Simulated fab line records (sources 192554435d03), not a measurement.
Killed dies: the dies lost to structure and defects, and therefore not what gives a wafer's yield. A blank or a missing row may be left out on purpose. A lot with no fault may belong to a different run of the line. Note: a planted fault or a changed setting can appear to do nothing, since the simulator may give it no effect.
The same fault as seen by 2 desks :: flow n5_finfet :: each desk has only its own numbers; what lay behind them comes last

== AT THE METROLOGY DESK ==
What the gauges read, lot by lot, whatever tool the lot ran on: means of the sampled wafers that have a number. Marked OUT: a lot whose mean sits more than 4 standard deviations from the usual mean, which makes it out of limits; the brackets give that distance.
Columns: A = M14_ILD_THK at N5_BEOL_M14_THK_MEAS_01, usual 1120 nm; B = V13_OVL at N5_BEOL_M14_OVL_MEAS_11, usual 6 nm
lot: L698
first seen here: day 11 20:16
A: 1131
B: 6

lot: L700
first seen here: day 11 20:55
A: 1122
B: 13

lot: L702
first seen here: day 12 06:13
A: 1134
B: 4

lot: L701
first seen here: day 12 06:27
A: 1125
B: 6

lot: L703
first seen here: day 12 06:34
A: 1107
B: -5

lot: L705
first seen here: day 13 08:07
A: 1122
B: 19

lot: L708
first seen here: day 14 03:13
A: 1121
B: -1

lot: L709
first seen here: day 14 05:52
A: 1116
B: 5

lot: L719
first seen here: day 16 02:53
A: 1115
B: 5

lot: L717
first seen here: day 16 12:30
A: 1130
B: 12

lot: L721
first seen here: day 16 22:04
A: 1126
B: 8
Finding of this desk: none of the 11 lots has anything out of limits.

== AT THE TOOL OWNER'S DESK: rie_diel-01 ==
The tool's own readings at N5_BEOL_M14_ETCH_59 (etches BARC in N2/H2, target depth 89 nm, overetch 26.7 nm, time 67.9 s): means of the sampled wafers that have a number, for each lot that ran on this tool. Marked OUT: a lot whose mean sits more than 4 standard deviations from the usual mean, which makes it out of limits; the brackets give that distance.
Columns: A = drypump_motor_current_A at N5_BEOL_M14_ETCH_59, usual 5.8 A; B = h2_flow_sccm at N5_BEOL_M14_ETCH_59, usual 199.9 sccm; C = oes_product_au at N5_BEOL_M14_ETCH_59, usual 0.68 a.u.; D = rf_vpp_V at N5_BEOL_M14_ETCH_59, usual 523.9 V; E = showerhead_plenum_p_Torr at N5_BEOL_M14_ETCH_59, usual 2.55 Torr; F = throttle_valve_pct at N5_BEOL_M14_ETCH_59, usual 17.73 %
lot: L702
first seen here: day 12 06:46
A: 5.7
B: 199.9
C: 0.71
D: 524.0
E: 2.54
F: 17.45

lot: L703
first seen here: day 12 07:10
A: 5.3
B: 200.4
C: 0.70
D: 526.3
E: 2.65
F: 17.58

lot: L705
first seen here: day 13 08:32
A: 5.7
B: 200.0
C: 0.67
D: 524.1
E: 2.56
F: 17.60

lot: L709
first seen here: day 14 06:25
A: 5.5
B: 200.2
C: 0.63
D: 523.8
E: 2.58
F: 17.76

lot: L717
first seen here: day 16 13:07
A: 5.7
B: 186.4 (-23) OUT
C: 0.75
D: 526.0
E: 2.59
F: 17.02
This desk's verdict: out of limits on L717, starting with L717 at day 16 13:07 (h2_flow_sccm at N5_BEOL_M14_ETCH_59). In limits: L702, L703, L705, L709.

== TAKEN TOGETHER ==
On L717, at day 16 13:07, an alarm was possible from the tool owner's desk.
The metrology desk saw nothing out of limits.
The metrology desk holds a record of L717, inside its limits.
On rie_diel-01, each named lot ran N5_BEOL_M14_ETCH_59.

== WHAT THE SIMULATOR HAD INSERTED ==
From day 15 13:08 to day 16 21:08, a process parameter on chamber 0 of rie_diel-01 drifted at N5_BEOL_M14_ETCH_59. From 200, the setting h2_flow_sccm moved by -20. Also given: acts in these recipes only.
Struck lots among those shown: L717.
Each desk's first reading out of limits, in hours after the fault started: the tool owner's desk, 24.
